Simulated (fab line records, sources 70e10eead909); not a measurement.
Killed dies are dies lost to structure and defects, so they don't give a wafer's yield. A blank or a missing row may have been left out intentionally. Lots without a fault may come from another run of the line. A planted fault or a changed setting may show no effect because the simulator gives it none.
fab line records    flow nand_harc
record: lots: 6  wafers: 18  last_day: 34
route steps=1302 shown A_M0@1147 A_M1@1169 END@1302
lots that met no fault: taken from a fault-free run of the same line
start_h: hours from the record's first day to the start of the lot's first wafer shown    wait_h: hours since the lot's step before    " as in the row above    L1.1+2: one row covering several wafers at once    - no value, or no start was given    * or withheld: withheld    < > ~ a bound
route shown NAME@n: NAME is a module with steps in the file, n the number in the route of the first one    usual: the fault-free wafers' mean and standard deviation    same: alike in all rows    chamber/n: place in a boat    sites: each site's reading    _std_site: the values' standard deviation    _edge_site: the outer-site mean with the inner-site mean subtracted    radius_mm: for every site, how far away it sits from the centre of the wafer    mask NAME#n: copy n    behind: tool/chamber where the wafer was last shaped    hold: why the lot went on hold/how many hours it stayed there/how the hold came to an end    device: names the non-switching transistor (n, p or np)    end of line: the tests these same wafers got at the end of their route    where a step has no rows: the recipe by itself    killed: the dies lost at the first sort to structure and to defects; this is not the yield of the wafer    map: per-die view of a wafer (x killed, . not killed, _ where there is no die)
set.NAME: the run value of the setting; set.NAME@STEP: its run value at that earlier step    model.NAME: the simulator's own value behind a step, which no gauge read
certain route steps with their lots: each step a table, each wafer a row
services: from which hour (start_h, from the record's first day; less than 0 if before it) a tool's chamber was out of use, for how many hours, and why
== steps ==
step: NHARC_A_M0_CD_MEAS_09
recipe: target_cd_nm: 80  landing_energy_ev: 500
usual: cd_nm: 80.2/0.52
lot.wafer  tool       chamber  start_h  wait_h  cd_nm
L177.1     cd_sem-03  0        553.99   -       79.8
L177.2     "          0        "        "       79.8
L177.6     "          0        "        "       79.4
L181.1     cd_sem-02  0        576.33   -       79.6
L181.5     "          0        "        "       79.7
L181.6     "          0        "        "       80.2
L182.1     cd_sem-02  0        610.23   -       80.8
L182.4     "          0        "        "       80.1
L182.6     "          0        "        "       80.8
L192.1     cd_sem-02  0        697.26   -       79.7
L192.3     "          0        "        "       79.5
L192.4     "          0        "        "       79.4
L193.2     cd_sem-03  0        716.02   -       79.4
L193.3     "          0        "        "       80.5
L193.6     "          0        "        "       80.3
L197.3     cd_sem-02  0        769.17   -       80.3
L197.5     "          0        "        "       80.1
L197.6     "          0        "        "       79.5
step: NHARC_A_M0_OVL_MEAS_10
recipe: pitch_nm: 160
usual: overlay_x_nm: 0.0/0.8  overlay_y_nm: -0.1/0.7
lot.wafer  tool        chamber  start_h  wait_h  overlay_x_nm  overlay_y_nm
L177.1     overlay-01  -        554.08   -       -0.4          1.1
L177.2     "           -        "        "       -0.5          1.6
L177.6     "           -        "        "       -0.2          1.1
L181.1     overlay-02  -        576.42   -       0.0           -0.5
L181.5     "           -        "        "       -0.6          -0.4
L181.6     "           -        "        "       -1.0          -0.6
L182.1     overlay-01  -        610.31   -       0.3           -0.7
L182.4     "           -        "        "       0.0           -1.0
L182.6     "           -        "        "       0.1           -0.8
L192.1     overlay-02  -        697.35   -       0.6           0.3
L192.3     "           -        "        "       0.0           0.0
L192.4     "           -        "        "       0.2           0.0
L193.2     overlay-01  -        716.10   -       -0.8          -0.1
L193.3     "           -        "        "       -0.7          0.3
L193.6     "           -        "        "       -0.5          0.3
L197.3     overlay-02  -        769.26   -       0.6           -1.6
L197.5     "           -        "        "       0.8           -1.6
L197.6     "           -        "        "       0.5           -1.1
step: NHARC_A_M0_INSPECT_11
usual: raw_defect_count: 94/32
lot.wafer  tool               chamber  start_h  wait_h  raw_defect_count
L177.1     defect_inspect-02  -        554.12   0.0     123
L177.2     "                  -        "        "       110
L177.6     "                  -        "        "       120
L181.1     defect_inspect-01  -        576.45   0.0     101
L181.5     "                  -        "        "       86
L181.6     "                  -        "        "       110
L182.1     defect_inspect-01  -        610.35   0.0     78
L182.4     "                  -        "        "       91
L182.6     "                  -        "        "       80
L192.1     defect_inspect-01  -        697.38   0.0     86
L192.3     "                  -        "        "       84
L192.4     "                  -        "        "       73
L193.2     defect_inspect-02  -        716.14   0.0     101
L193.3     "                  -        "        "       130
L193.6     "                  -        "        "       114
L197.3     defect_inspect-01  -        769.29   0.0     68
L197.5     "                  -        "        "       58
L197.6     "                  -        "        "       52
step: NHARC_A_M0_DESCUM_14
recipe: time_s: 3  o2_flow_sccm: 200  ar_flow_sccm: 0  bias_power_w: 0  chemistry: O2
usual: drypump_motor_current_A: 5.6/0.47  oes_product_au: 0.997/0.0095  rf_vpp_V: 57.7/0.9  showerhead_plenum_p_Torr: 1.90/0.083  throttle_valve_pct: 11.311/0.0084
lot.wafer  tool         chamber  start_h  wait_h  drypump_motor_current_A  oes_product_au  rf_hours_counter_h  rf_vpp_V  showerhead_plenum_p_Torr  throttle_valve_pct
L177.2     rie_diel-07  0        554.18   0.1     5.4                      0.993           4.5                 57.0      1.83                      11.308
L177.1     "            1        "        "       6.5                      1.000           4.1                 57.7      1.85                      11.314
L177.6     "            3        "        "       5.4                      1.013           -                   57.8      1.93                      11.330
L181.1     rie_diel-05  2        576.52   0.1     5.6                      1.002           7.0                 59.1      1.93                      11.312
L181.5     "            1        "        "       5.1                      1.000           -                   57.6      1.79                      11.314
L181.6     "            2        "        "       5.6                      1.001           -                   57.8      1.93                      11.307
L182.4     rie_diel-05  3        610.42   0.1     5.3                      0.993           0                   57.5      1.88                      11.324
L182.1     "            1        "        "       5.2                      1.002           0.0                 57.0      1.79                      11.321
L182.6     "            2        "        "       5.6                      0.990           -                   58.8      1.93                      11.292
L192.4     rie_diel-05  0        697.44   0.1     5.0                      0.992           3.1                 59.3      2.04                      11.302
L192.1     "            2        "        "       5.6                      0.993           3.0                 58.1      1.93                      11.314
L192.3     "            3        "        "       5.4                      0.991           3.0                 55.7      1.88                      11.323
L193.3     rie_diel-07  3        716.20   0.1     5.4                      1.002           4.8                 57.7      1.93                      11.303
L193.2     "            0        "        "       5.4                      1.002           5.1                 57.7      1.82                      11.310
L193.6     "            3        "        "       5.4                      0.997           -                   57.6      1.93                      11.304
L197.3     rie_diel-07  1        769.36   0.1     6.5                      0.995           7.0                 57.8      1.85                      11.300
L197.6     "            0        "        "       5.4                      0.999           -                   57.5      1.82                      11.307
L197.5     "            1        "        "       6.5                      0.996           -                   57.7      1.85                      11.305
step: NHARC_A_M0_ETCH_34
recipe: target_depth_a: 400  overetch_a: 120  time_s: 43.94  ion_energy_ev: 200  n2_flow_sccm: 150  h2_flow_sccm: 150  ar_flow_sccm: 0  rf_w: 400  bias_w: 150  chemistry: N2/H2
step: NHARC_A_M0_ETCH_15
recipe: target_depth_a: 1500  overetch_a: 150  time_s: 82.5  c4f8_flow_sccm: withheld  ar_flow_sccm: 400  rf_w: 600  bias_w: 300  chemistry: C4F8/Ar
step: NHARC_A_M0_CD_MEAS_16
usual: cd_nm: 80.1/0.59
lot.wafer  tool       chamber  start_h  wait_h  cd_nm
L177.1     cd_sem-03  -        554.52   -       79.4
L177.2     "          -        "        "       79.0
L177.6     "          -        "        "       78.7
L181.1     cd_sem-01  -        576.81   -       79.7
L181.5     "          -        "        "       79.9
L181.6     "          -        "        "       80.1
L182.1     cd_sem-02  -        610.71   -       80.8
L182.4     "          -        "        "       80.1
L182.6     "          -        "        "       79.9
L192.1     cd_sem-01  -        697.74   -       80.0
L192.3     "          -        "        "       79.8
L192.4     "          -        "        "       79.5
L193.2     cd_sem-02  -        716.50   -       79.0
L193.3     "          -        "        "       80.0
L193.6     "          -        "        "       79.6
L197.3     cd_sem-01  -        769.66   -       79.9
L197.5     "          -        "        "       80.2
L197.6     "          -        "        "       79.8
step: NHARC_A_M0_STRIP_18
recipe: power_w: 1000  n2_flow_sccm: 150  h2_flow_sccm: 150  ar_flow_sccm: 0  bias_w: 0  chemistry: N2/H2
step: NHARC_A_M0_STRIP_19
recipe: time_s: 600  temp_c: 30  chemistry: post_etch_residue_remover
step: NHARC_A_M0_DEGAS_28
recipe: temp_c: 250  time_s: 60
usual: heater_power_w: 350/35
lot.wafer  tool            chamber  start_h  wait_h  heater_power_w
L177.1     pvd_sputter-01  -        555.13   -       324
L177.2     "               -        "        "       360
L177.6     "               -        "        "       321
L181.1     pvd_sputter-02  -        577.43   -       366
L181.6     "               -        "        "       357
L181.5     "               -        "        "       290
L182.4     pvd_sputter-03  -        611.33   -       330
L182.1     "               -        "        "       338
L182.6     "               -        "        "       323
L192.4     pvd_sputter-02  -        698.41   -       326
L192.1     "               -        "        "       386
L192.3     "               -        "        "       274
L193.3     pvd_sputter-02  -        717.12   -       335
L193.2     "               -        "        "       357
L193.6     "               -        "        "       326
L197.3     pvd_sputter-03  -        770.28   -       348
L197.5     "               -        "        "       341
L197.6     "               -        "        "       338
step: NHARC_A_M0_PRE_CLEAN_29
recipe: time_s: 30  temp_c: 280  gas: H2/He
usual: heater_power_w: 434/44
lot.wafer  tool            chamber  start_h  wait_h  heater_power_w
L177.1     pvd_sputter-01  -        -        -       447
L177.2     "               -        "        "       506
L177.6     "               -        "        "       432
L181.1     pvd_sputter-02  -        -        -       405
L181.5     "               -        "        "       518
L181.6     "               -        "        "       441
L182.1     pvd_sputter-03  -        -        -       432
L182.4     "               -        "        "       397
L182.6     "               -        "        "       388
L192.1     pvd_sputter-02  -        -        -       399
L192.4     "               -        "        "       497
L192.3     "               -        "        "       343
L193.3     pvd_sputter-02  -        -        -       398
L193.2     "               -        "        "       488
L193.6     "               -        "        "       493
L197.3     pvd_sputter-03  -        -        -       432
L197.6     "               -        "        "       407
L197.5     "               -        "        "       414
step: NHARC_A_M0_PVD_20
recipe: target_thk_a: 50  bias_v: 168.6  power_w: 15000  chamber_pressure_pa: 0.12  time_s: 8.06  substrate_temp_c: 50  material: TaN
step: NHARC_A_M0_PVD_21
recipe: target_thk_a: 300  chamber_pressure_pa: 5  power_w: 5000  substrate_temp_c: 30  time_s: 20.49  material: Cu
usual: throttle_valve_pct: 30.5/0.89
lot.wafer  tool            chamber  start_h  wait_h  throttle_valve_pct
L177.1     pvd_sputter-01  -        555.37   -       29.8
L177.2     "               -        "        "       32.6
L177.6     "               -        "        "       29.4
L181.1     pvd_sputter-02  -        577.68   -       30.4
L181.5     "               -        "        "       29.5
L181.6     "               -        "        "       31.0
L182.1     pvd_sputter-03  -        611.55   -       30.2
L182.4     "               -        "        "       31.0
L182.6     "               -        "        "       30.3
L192.1     pvd_sputter-02  -        698.65   -       29.8
L192.3     "               -        "        "       30.4
L192.4     "               -        "        "       30.6
L193.3     pvd_sputter-02  -        717.36   -       30.3
L193.2     "               -        "        "       30.8
L193.6     "               -        "        "       29.9
L197.3     pvd_sputter-03  -        770.54   -       30.2
L197.5     "               -        "        "       31.7
L197.6     "               -        "        "       29.7
step: NHARC_A_M0_ECD_22
recipe: target_thk_a: 4000  bath_temp_c: 25  material: Cu
step: NHARC_A_M0_ANNEAL_30
recipe: temp_c: 225  time_s: 90
step: NHARC_A_M0_CMP_23
recipe: t_overpolish_s: 20  target_thk_nm: 113.75
step: NHARC_A_M0_SRD_25
step: NHARC_A_M0_PRE_CLEAN_31
recipe: time_s: 12  temp_c: 370  rf_power_w: 300  gas: NH3
step: NHARC_A_M0_DEP_32
recipe: target_thk_a: 300  temp_c: 370  target_thk_nm: 30  pressure_torr: 3  flow_sccm: 200  rf_w: 450  material: SiCN
step: NHARC_A_M1_DEP_00
recipe: target_thk_a: 1825  target_thk_nm: 182.5  temp_c: withheld  pressure_torr: 5  flow_sccm: 200  rf_w: 600  material: SiOC
step: NHARC_A_M1_DEHYDRATE_01
recipe: temp_c: 150  time_s: 120
step: NHARC_A_M1_HMDS_02
recipe: time_s: 30
step: NHARC_A_M1_COAT_34
recipe: temp_c: 200  time_s: 65
step: NHARC_A_M1_COAT_03
recipe: spin_rpm: 1500  resist_thk_nm: 90
step: NHARC_A_M1_SOFTBAKE_04
recipe: temp_c: 105  time_s: 55
step: NHARC_A_M1_EBR_05
step: NHARC_A_M1_EXPOSE_06
recipe: na: 1.35  target_cd_nm: 120  dose_mj: 75.13  mask_id: A_M1
step: NHARC_A_M1_PEB_07
recipe: peb_temp_c: 100  peb_time_s: 65
step: NHARC_A_M1_DEVELOP_08
recipe: develop_time_s: 35  dev_temp_c: 23
step: NHARC_A_M1_CD_MEAS_09
recipe: target_cd_nm: 120  landing_energy_ev: 500
usual: cd_nm: 119.9/0.54
lot.wafer  tool       chamber  start_h  wait_h  cd_nm
L177.1     cd_sem-02  0        557.99   -       119.9
L177.2     "          0        "        "       120.4
L177.6     "          0        "        "       120.0
L181.1     cd_sem-03  0        580.38   -       120.2
L181.5     "          0        "        "       119.5
L181.6     "          0        "        "       119.1
L182.1     cd_sem-02  0        614.16   -       119.9
L182.4     "          0        "        "       119.5
L182.6     "          0        "        "       119.6
L192.1     cd_sem-02  0        701.26   -       120.5
L192.3     "          0        "        "       120.3
L192.4     "          0        "        "       120.8
L193.2     cd_sem-03  0        719.97   -       120.9
L193.3     "          0        "        "       120.5
L193.6     "          0        "        "       120.3
L197.3     cd_sem-01  0        773.12   -       118.5
L197.5     "          0        "        "       118.5
L197.6     "          0        "        "       119.4
step: NHARC_A_M1_OVL_MEAS_10
recipe: pitch_nm: 240
usual: overlay_x_nm: 0.1/0.84  overlay_y_nm: 0.2/0.87
lot.wafer  tool        chamber  start_h  wait_h  overlay_x_nm  overlay_y_nm
L177.1     overlay-02  -        558.08   -       0.5           1.3
L177.2     "           -        "        "       0.2           1.4
L177.6     "           -        "        "       0.1           1.4
L181.1     overlay-01  -        580.47   -       -0.3          1.1
L181.5     "           -        "        "       -0.8          0.3
L181.6     "           -        "        "       -0.5          0.6
L182.1     overlay-02  -        614.25   -       -0.2          -0.1
L182.4     "           -        "        "       -1.0          0.0
L182.6     "           -        "        "       -1.0          0.3
L192.1     overlay-01  -        701.35   -       0.0           0.5
L192.3     "           -        "        "       0.2           1.2
L192.4     "           -        "        "       -0.5          0.8
L193.2     overlay-01  -        720.06   -       -0.2          0.7
L193.3     "           -        "        "       -0.4          0.2
L193.6     "           -        "        "       -0.4          -0.2
L197.3     overlay-02  -        773.21   -       0.6           0.6
L197.5     "           -        "        "       0.2           0.7
L197.6     "           -        "        "       0.1           1.2
step: NHARC_A_M1_DESCUM_14
recipe: time_s: 3  o2_flow_sccm: 200  ar_flow_sccm: 0  bias_power_w: 0  chemistry: O2
usual: drypump_motor_current_A: 5.5/0.48  oes_product_au: 0.998/0.0081  rf_vpp_V: 57.9/0.91  showerhead_plenum_p_Torr: 1.93/0.099  throttle_valve_pct: 11.310/0.0094
lot.wafer  tool         chamber  start_h  wait_h  drypump_motor_current_A  oes_product_au  rf_hours_counter_h  rf_vpp_V  showerhead_plenum_p_Torr  throttle_valve_pct
L177.2     rie_diel-06  2        558.18   0.1     5.9                      0.985           2.2                 57.7      1.92                      11.317
L177.1     "            1        "        "       5.9                      0.997           3.9                 57.9      1.99                      11.313
L177.6     "            2        "        "       5.9                      1.001           -                   58.9      1.92                      11.313
L181.1     rie_diel-06  0        580.57   0.1     5.7                      0.990           5.7                 57.0      2.00                      11.319
L181.6     "            3        "        "       6.0                      0.985           -                   58.0      1.91                      11.312
L181.5     "            0        "        "       5.8                      0.996           -                   57.8      2.00                      11.313
L182.1     rie_diel-02  0        614.36   0.1     4.8                      1.007           0.4                 56.9      1.78                      11.312
L182.4     "            1        "        "       5.7                      0.991           0.4                 56.3      1.79                      11.316
L182.6     "            3        "        "       5.4                      1.002           -                   57.8      2.03                      11.314
L192.3     rie_diel-06  1        701.46   0.1     6.0                      1.007           2.1                 57.9      1.99                      11.304
L192.4     "            2        "        "       5.9                      1.003           1.9                 57.8      1.91                      11.299
L192.1     "            3        "        "       5.9                      0.993           2.2                 57.0      1.91                      11.309
L193.2     rie_diel-01  3        720.15   0.1     6.3                      1.012           7.1                 58.5      1.96                      11.314
L193.3     "            0        "        "       5.5                      1.002           7.3                 58.4      1.93                      11.310
L193.6     "            3        "        "       6.3                      1.003           -                   57.3      1.96                      11.299
L197.3     rie_diel-02  2        773.30   0.1     4.8                      1.010           0.2                 57.7      2.06                      11.308
L197.6     "            2        "        "       4.8                      1.003           -                   59.6      2.06                      11.314
L197.5     "            0        "        "       4.8                      1.010           -                   56.7      1.78                      11.312
step: NHARC_A_M1_ETCH_35
recipe: target_depth_a: 400  overetch_a: 120  time_s: 43.94  ion_energy_ev: 200  n2_flow_sccm: 150  h2_flow_sccm: 150  ar_flow_sccm: 0  rf_w: 400  bias_w: 150  chemistry: N2/H2
usual: drypump_motor_current_A: 5.5/0.47  oes_product_au: 0.999/0.0077  rf_vpp_V: 431/3.2  showerhead_plenum_p_Torr: 2.05/0.11  throttle_valve_pct: 14.172/0.0091
lot.wafer  tool         chamber  start_h  wait_h  drypump_motor_current_A  oes_product_au  rf_hours_counter_h  rf_vpp_V  showerhead_plenum_p_Torr  throttle_valve_pct
L177.1     rie_diel-06  2        558.26   0.1     5.9                      0.982           2.2                 431       2.04                      14.162
L177.2     "            0        "        "       5.7                      1.005           4.3                 432       2.14                      14.171
L177.6     "            3        "        "       5.9                      0.992           -                   431       2.04                      14.175
L181.1     rie_diel-06  3        580.66   0.1     6.0                      0.984           6.2                 431       2.04                      14.177
L181.6     "            3        "        "       6.0                      0.985           -                   430       2.04                      14.196
L181.5     "            2        "        "       5.9                      0.994           -                   430       2.04                      14.168
L182.1     rie_diel-02  1        614.43   0.1     5.7                      0.986           0.4                 427       1.91                      14.183
L182.4     "            3        "        "       5.4                      1.001           0.5                 433       2.16                      14.178
L182.6     "            2        "        "       4.8                      0.998           -                   435       2.20                      14.164
L192.4     rie_diel-06  1        701.53   0.1     5.9                      1.015           2.1                 431       2.12                      14.173
L192.1     "            3        "        "       5.9                      1.013           2.2                 432       2.03                      14.181
L192.3     "            0        "        "       5.8                      1.007           2.3                 432       2.14                      14.174
L193.3     rie_diel-01  0        720.24   0.1     5.5                      0.995           7.3                 431       2.06                      14.172
L193.2     "            3        "        "       6.4                      1.002           7.1                 433       2.09                      14.170
L193.6     "            0        "        "       5.5                      1.005           -                   431       2.06                      14.177
L197.3     rie_diel-02  0        773.41   0.1     4.8                      0.994           0.2                 427       1.89                      14.169
L197.6     "            0        "        "       4.8                      0.999           -                   426       1.89                      14.178
L197.5     "            1        "        "       5.7                      1.002           -                   426       1.90                      14.161
step: NHARC_A_M1_ETCH_15
recipe: target_depth_a: 1825  time_s: 91.2  c4f8_flow_sccm: withheld  ar_flow_sccm: 400  rf_w: 600  bias_w: 300  chemistry: C4F8/Ar
step: NHARC_A_M1_CD_MEAS_16
usual: cd_nm: 119.7/0.56
lot.wafer  tool       chamber  start_h  wait_h  cd_nm
L177.1     cd_sem-03  -        558.48   -       118.9
L177.2     "          -        "        "       120.6
L177.6     "          -        "        "       119.6
L181.1     cd_sem-03  -        580.91   -       119.9
L181.5     "          -        "        "       119.6
L181.6     "          -        "        "       119.3
L182.1     cd_sem-03  -        614.65   -       119.2
L182.4     "          -        "        "       118.6
L182.6     "          -        "        "       119.4
L192.1     cd_sem-01  -        701.75   -       121.0
L192.3     "          -        "        "       120.1
L192.4     "          -        "        "       120.9
L193.2     cd_sem-03  -        720.46   -       120.7
L193.3     "          -        "        "       119.4
L193.6     "          -        "        "       119.7
L197.3     cd_sem-01  -        773.66   -       118.6
L197.5     "          -        "        "       118.4
L197.6     "          -        "        "       119.8
step: NHARC_A_M1_STRIP_18
recipe: power_w: 1000  n2_flow_sccm: 150  h2_flow_sccm: 150  ar_flow_sccm: 0  bias_w: 0  chemistry: N2/H2
step: NHARC_A_M1_ETCH_28
recipe: target_depth_a: 300  over_etch_frac: 0.3  time_s: 72.99  ion_energy_ev: 150  cf4_flow_sccm: 50  n2_flow_sccm: 100  ar_flow_sccm: 150  rf_w: 300  bias_w: 100  chemistry: CF4/N2
step: NHARC_A_M1_STRIP_19
recipe: time_s: 600  temp_c: 30  chemistry: post_etch_residue_remover
step: NHARC_END_SORT_01
recipe: temp_c: 25
usual: defect_limited_yield: 89.9/2.6  killed_at_array: 63/18  killed_at_other: 1.1/1.3  killed_at_periphery: 4.3/2.8  killed_dies: 68/18  killed_open: 3.3/2  killed_short: 2.4/1.6
same: gross_dies: 677
lot.wafer  tool       chamber  start_h  wait_h  defect_limited_yield[%]  killed_at_array  killed_at_other  killed_at_periphery  killed_dies  killed_open  killed_short
L177.1     prober-01  0        592.32   2.6     86.7                     87               0                3                    90           3            2
L177.2     prober-01  0        593.11   2.8     86.9                     82               0                7                    89           8            3
L177.6     prober-01  0        596.25   3.9     88.0                     78               0                3                    81           4            2
L181.1     prober-02  0        729.10   2.5     88.0                     76               1                4                    81           5            1
L181.5     prober-02  0        732.25   3.7     88.9                     72               1                2                    75           2            4
L181.6     prober-02  0        733.04   3.9     90.3                     63               2                1                    66           1            0
L192.1     prober-02  0        774.28   2.5     77.4                     150              0                3                    153          4            3
L193.6     prober-01  0        779.86   4.0     78.9                     142              0                1                    143          3            1
L197.3     prober-02  0        809.31   3.1     91.6                     55               0                2                    57           1            5
L197.5     prober-02  0        810.90   3.7     94.1                     39               0                1                    40           3            2
L197.6     prober-02  0        811.69   4.0     92.2                     46               1                6                    53           2            3
killed by level:class
L177.1 A_CHANNEL_HOLE_D1:chamber_film_flake=31 A_SLIT:chamber_film_flake=23 A_CHANNEL_HOLE_D2:chamber_film_flake=10 A_CONTACT:chamber_film_flake=9 A_STAIRCASE:chamber_film_flake=8 P_ZERO_WELL:chamber_film_flake=2 P_M2:geometric_particle:short=1 A_CHANNEL_FILL_D1:geometric_particle:open=1
L177.2 A_CHANNEL_HOLE_D1:chamber_film_flake=33 A_SLIT:chamber_film_flake=24 A_CHANNEL_HOLE_D2:chamber_film_flake=6 A_STAIRCASE:chamber_film_flake=5 A_CONTACT:chamber_film_flake=5 A_DECK1_JOINT:geometric_particle:open=2 P_GATE:chamber_film_flake=2 P_ZERO_WELL:geometric_particle:open=1
L177.6 A_CHANNEL_HOLE_D1:chamber_film_flake=35 A_SLIT:chamber_film_flake=19 A_CHANNEL_HOLE_D2:chamber_film_flake=8 A_STAIRCASE:chamber_film_flake=4 A_CONTACT:chamber_film_flake=4 A_CHANNEL_FILL_D1:geometric_particle:open=3 P_GATE:chamber_film_flake=2 A_DECK1_JOINT:geometric_particle:short=1
L181.1 A_CHANNEL_HOLE_D2:chamber_film_flake=31 A_SLIT:chamber_film_flake=31 A_CONTACT:chamber_film_flake=4 A_STAIRCASE:chamber_film_flake=3 A_CHANNEL_HOLE_D1:chamber_film_flake=2 A_DECK1_JOINT:chamber_film_flake=2 P_STI:geometric_particle:open=1 P_M0:geometric_particle:open=1
L181.5 A_CHANNEL_HOLE_D2:chamber_film_flake=35 A_SLIT:chamber_film_flake=25 A_CONTACT:chamber_film_flake=3 A_CHANNEL_HOLE_D1:chamber_film_flake=2 A_CHANNEL_FILL_D1:geometric_particle:short=1 A_CHANNEL_FILL_D1:geometric_particle:open=1 A_CHANNEL_HOLE_D2:geometric_particle:short=1 A_CHANNEL_FILL_D2:geometric_particle:short=1
L181.6 A_SLIT:chamber_film_flake=28 A_CHANNEL_HOLE_D2:chamber_film_flake=27 A_STAIRCASE:chamber_film_flake=3 A_CONTACT:chamber_film_flake=2 THIN_TSV:chamber_film_flake=2 A_ONON_D2:geometric_particle:open=1 P_M1:chamber_film_flake=1 A_CHANNEL_FILL_D1:chamber_film_flake=1
L192.1 A_M0:unspecified=92 A_CHANNEL_HOLE_D1:chamber_film_flake=33 A_SLIT:chamber_film_flake=8 A_STAIRCASE:chamber_film_flake=6 A_ONON_D2:geometric_particle:short=2 A_M1:geometric_particle:open=2 A_WL_FILL:chamber_film_flake=2 P_STI:geometric_particle:open=1
L193.6 A_M0:unspecified=91 A_SLIT:chamber_film_flake=22 A_CHANNEL_HOLE_D2:chamber_film_flake=15 A_CHANNEL_HOLE_D1:chamber_film_flake=9 A_CHANNEL_FILL_D1:geometric_particle:open=2 P_CONTACT:geometric_particle:open=1 A_DECK1_JOINT:geometric_particle:short=1 A_DECK1_JOINT:chamber_film_flake=1
L197.3 A_SLIT:chamber_film_flake=35 A_STAIRCASE:chamber_film_flake=5 A_CONTACT:chamber_film_flake=4 A_CHANNEL_HOLE_D1:geometric_particle:short=2 A_ONON_D2:geometric_particle:short=2 P_ZERO_WELL:chamber_film_flake=2 A_WL_FILL:geometric_particle:short=1 A_M1:geometric_particle:open=1
L197.5 A_SLIT:chamber_film_flake=27 A_CONTACT:chamber_film_flake=3 A_CHANNEL_HOLE_D2:chamber_film_flake=2 P_M0:geometric_particle:open=1 A_DECK1_JOINT:geometric_particle:short=1 A_DECK1_JOINT:geometric_particle:open=1 A_STAIRCASE:geometric_particle:open=1 A_BLC:geometric_particle:short=1
L197.6 A_SLIT:chamber_film_flake=34 P_ZERO_WELL:chamber_film_flake=2 A_CHANNEL_HOLE_D1:chamber_film_flake=2 A_M1:chamber_film_flake=2 P_ZERO_WELL:geometric_particle:open=1 P_CONTACT:geometric_particle:short=1 P_M1:geometric_particle:open=1 A_CHANNEL_HOLE_D1:geometric_particle:short=1
map L192.1 (x killed, . not)
____________.____________
_________......._________
_______..........x_______
______.............______
_____..............x_____
____.............xxx.____
____................x____
___................xx.___
___..............xxxxx___
__.................xxx.__
__.....x......x..xxxxxx__
_......x.x.......x..x..x_
_...x.xxxx.......xxxxx.._
_....xxxxxx.x.....xx..x._
_....xxxxxxx.....x......_
_..xxxxxxxx........xx..._
....xxxxxxxx.............
....xxxxxxxx..........xx.
...xxxxxxxxxx..........x.
...xxxxxxxxxx............
.x..xxxxxxxx.............
_..xxxxxxx..........x..._
_.....xxxxxx......xx..x._
_.....xxx........xx....._
_......x........x..x...._
_.x...xx...........x.x.._
__................x....__
__.....................__
___...x.......x.x.....___
___................x..___
____.................____
____............x....____
_____....x.........._____
______.............______
_______x.........._______
_________......._________
____________.____________
map L193.6 (x killed, . not)
____________.____________
_________......._________
_______..........._______
______.............______
_____..............._____
____....x............____
____...x.............____
___..x.x..............___
___...x...x...........___
__.....xx..............__
__...xxxxx.............__
_.....xxx..............._
_...x.x.xxx.x..........._
_x...xxxxxxx...x........_
_...xxxxxxxxx.x........._
_..xxxxxxxxx......x....._
....xxxxxxx..............
...xxxxxxxxx.........x...
....xxxxxxxxx............
....xxxxxxxx.............
....xxxxxxxx....x........
_...xxxxxxx............._
_.....xxx..x...........x_
_...x..xxx.............._
_......xxx.............._
_......................._
__.....................__
__.x...........x.......__
___.........x.........___
___...................___
____.......xx........____
____.....xx.xxx......____
_____x.....xx......._____
______....xxxxx....______
_______.xxxxx..x.._______
_________xxxxx.._________
____________x____________
== services ==
tool            chamber  start_h  hours  kind
pvd_sputter-01  -        534.15   0.6    repair
rie_diel-05     0        548.86   4.9    repair
rie_diel-07     2        549.62   7.9    repair
rie_diel-02     2        555.16   1.3    repair
rie_diel-02     -        570.72   9.0    pm
rie_diel-06     1        580.33   12.8   repair
rie_diel-05     -        583.60   9.0    pm
pvd_sputter-01  -        584.46   10.0   pm
rie_diel-07     2        613.31   6.1    repair
rie_diel-06     0        614.95   14.8   repair
rie_diel-06     1        616.95   4.2    repair
pvd_sputter-02  -        623.66   1.9    repair
rie_diel-05     2        624.96   3.0    repair
pvd_sputter-02  -        638.31   10.0   pm
rie_diel-07     -        648.20   9.0    pm
rie_diel-05     2        653.80   4.3    repair
rie_diel-06     -        661.23   9.0    pm
pvd_sputter-03  -        704.04   10.0   pm
pvd_sputter-03  -        730.93   4.5    repair
rie_diel-07     0        739.04   4.5    repair
rie_diel-02     -        747.72   9.0    pm
pvd_sputter-03  -        759.40   1.8    repair
rie_diel-05     -        760.60   9.0    pm
rie_diel-02     3        770.77   21.3   repair
== key ==
first_sign: step: NHARC_END_SORT_01  reading: killed_at_array  direction: up  sigmas: 4.7  usual: 63  struck: 146
effect: step: NHARC_END_SORT_01  reading: defect_limited_yield  direction: down  sigmas: 4.5  usual: 89.9  struck: 78.1
more_kills_born_at: NHARC_A_M0_PVD_21@pvd_sputter-02: 183
met_at NHARC_A_M0_PVD_21
struck_wafers L192.1,L193.6
onset_between 577.68 698.65
fault: kind: chamber_particle_source  tool: pvd_sputter-02  chamber: -  onset_h: 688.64  steps: NHARC_A_M0_PVD_21  rate_per_visit_cm2: 1.1327  end_h: 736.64  scope: struck_wafers_only
